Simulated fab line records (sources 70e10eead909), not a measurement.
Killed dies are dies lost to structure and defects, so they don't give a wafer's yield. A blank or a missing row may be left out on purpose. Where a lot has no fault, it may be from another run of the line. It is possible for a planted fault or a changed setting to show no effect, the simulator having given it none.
Chamber matching | flow nand_harc | rie_diel-09 running NHARC_A_STAIRCASE_ETCH_444: 3 sister chambers
The step etches the open film in C4F8/O2, target depth 10200 nm, time 3400 s. 6 wafers are shown with their chamber, then 6 later ones without.

== WAFERS WITH THEIR CHAMBER ==
wafer  | chamber | oes_product_au (a.u.) | rf_vpp_V (V)
L078.2 | 2       | 0.932                 | 807
L078.6 | 2       | 0.932                 | 809
L080.1 | 1       | 0.916                 | 810
L080.2 | 3       | 0.922                 | 806
L080.4 | 1       | 0.927                 | 810
L090.3 | 3       | 0.923                 | 809

== WAFERS MISSING THEIR CHAMBER ==
wafer  | oes_product_au (a.u.) | rf_vpp_V (V)
L090.4 | 0.918                 | 808
L090.5 | 0.922                 | 807
L093.1 | 0.916                 | 810
L093.3 | 0.924                 | 807
L095.1 | 0.914                 | 808
L095.5 | 0.918                 | 807

== WHICH CHAMBER EACH ONE RAN IN ==
wafer  | from the rows above          | in truth
L090.4 | can't be placed: 3 or 1      | 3
L090.5 | can't be placed: 3 or 1 or 2 | 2
L093.1 | can't be placed: 1 or 3      | 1
L093.3 | can't be placed: 3 or 2 or 1 | 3
L095.1 | can't be placed: 3 or 1      | 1
L095.5 | can't be placed: 3 or 1      | 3
Placed correctly: 0 of 6. These rows do not allow placing 6 (true chamber among the candidates in 6). Placed wrongly: 0.
How it was worked out, from the rows above alone: a wafer's distance from a chamber is the root of the sum, over the readings, of the square of ((its reading less the chamber's mean) divided by the reading's scatter). The wafer belongs to the nearest chamber; if the next one is less than 2 further off, it can't be placed. A chamber's mean is the mean of its shown wafers. The scatter: the root of (the sum of the squares of (reading less its chamber's mean) over the shown wafers, divided by (wafers less chambers)).
